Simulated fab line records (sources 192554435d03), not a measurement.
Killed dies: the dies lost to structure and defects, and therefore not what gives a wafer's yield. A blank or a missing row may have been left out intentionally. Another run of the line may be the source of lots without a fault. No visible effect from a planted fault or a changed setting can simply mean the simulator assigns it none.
Which tool is to blame?    flow n5Finfet    11 lots with 30 wafers sampled at 5 steps, on a route of 1938 steps

## WHAT EACH GAUGE READ, for each wafer
N5_BEOL_M4_RC_MEAS_101.
lot   measured      on         DIBL_N (mV/V)
L463  day 8 22:50   prober-01  38.0 36.5 37.5
L466  day 9 19:53   prober-02  38.2 35.4 36.1
L467  day 9 22:57   prober-02  34.1 36.1 33.6
L468  day 9 12:34   prober-01  37.7 34.6 35.9
L470  day 10 08:27  prober-02  36.2 33.3 37.4
L472  day 10 21:43  prober-01  35.9 35.4 37.8
L474  day 10 21:02  prober-02  37.4 36.3 37.2
L475  day 11 22:43  prober-01  36.3 31.7 38.1
L481  day 12 23:07  prober-02  38.5 35.7
L482  day 13 13:11  prober-02  38.3 39.1
L483  day 13 12:42  prober-01  37.6 32.1

## EACH LOT AND THE TOOL THAT RAN IT (in order: tool; ch and the chambers of the sampled wafers; start)
lot   N5_BEOL_M0_ANNEAL_133        N5_BEOL_M0_SPUTTER_134       N5_BEOL_M0_CO_CAP_123           N5_BEOL_M1_PECVD_72
L463  pvdSputter-01, day 6 01:40   pvdSputter-01, day 6 01:43   cvdCo-01 ch 0,2, day 6 02:58    pecvd-03 ch 0,1,2, day 6 03:20
L466  pvdSputter-01, day 6 13:24   pvdSputter-01, day 6 13:26   cvdCo-02 ch 0,1,2, day 6 14:40  pecvd-03 ch 1,2, day 6 15:02
L467  pvdSputter-01, day 6 18:38   pvdSputter-01, day 6 18:41   cvdCo-01 ch 1,2, day 6 21:04    pecvd-02 ch 0,1,2, day 6 21:27
L468  pvdSputter-01, day 7 06:01   pvdSputter-01, day 7 06:03   cvdCo-02 ch 0,1,2, day 7 07:02  pecvd-03 ch 0,1,2, day 7 07:23
L470  pvdSputter-01, day 7 18:48   pvdSputter-01, day 7 18:50   cvdCo-01 ch 0,1, day 7 19:50    pecvd-02 ch 1,2, day 7 20:11
L472  pvdSputter-02, day 8 08:33   pvdSputter-02, day 8 08:35   cvdCo-02 ch 0,1, day 8 10:07    pecvd-03 ch 0,1,2, day 8 10:28
L474  pvdSputter-03, day 8 15:57   pvdSputter-03, day 8 15:59   cvdCo-01 ch 1,2, day 8 16:59    pecvd-04 ch 0,1,2, day 8 17:20
L475  pvdSputter-02, day 9 01:49   pvdSputter-02, day 9 01:52   cvdCo-02 ch 0,2, day 9 02:51    pecvd-02 ch 0,2, day 9 03:12
L481  pvdSputter-03, day 10 12:40  pvdSputter-03, day 10 12:43  cvdCo-01 ch 1,2, day 10 14:16   pecvd-03 ch 0, day 10 14:39
L482  pvdSputter-01, day 10 14:58  pvdSputter-01, day 10 15:01  cvdCo-01 ch 1,2, day 10 16:10   pecvd-03 ch 0,1, day 10 16:31
L483  pvdSputter-03, day 10 17:55  pvdSputter-03, day 10 17:58  cvdCo-01 ch 0,2, day 10 18:56   pecvd-04 ch 0, day 10 19:21
- N5_BEOL_M0_ANNEAL_133: time 60 s.
- N5_BEOL_M0_SPUTTER_134: material Cu, target thk 4 nm, time 7.37 s.
- N5_BEOL_M0_CO_CAP_123: material Co, precursor CCTBA/H2, target thk 2 nm, time 102.1 s.
- N5_BEOL_M1_PECVD_72: deposits SiO2 from TEOS/O2, target thk 16 nm, time 18 s.

## THE ANSWER, worked out from the rows above alone
Rule: the usual values come from the lots themselves. Put in order of their means at a reading, lots are off if they are a third of the lots or fewer, leave a main group of 4 or more, and stand apart from it by a gap of 3 or more times the standard deviation of the main group's means; of several such gaps the widest counts. A main group is skipped when, at the precision printed for the reading in the tables above, its means are all equal. A lot without any number at a reading at which 4 lots or more have one is off too. The other lots that the step has rows for count as sound.
No lot is off on any of the readings shown, so nothing can be concluded from this.

## WHAT HAD BEEN PUT IN BY THE SIMULATOR
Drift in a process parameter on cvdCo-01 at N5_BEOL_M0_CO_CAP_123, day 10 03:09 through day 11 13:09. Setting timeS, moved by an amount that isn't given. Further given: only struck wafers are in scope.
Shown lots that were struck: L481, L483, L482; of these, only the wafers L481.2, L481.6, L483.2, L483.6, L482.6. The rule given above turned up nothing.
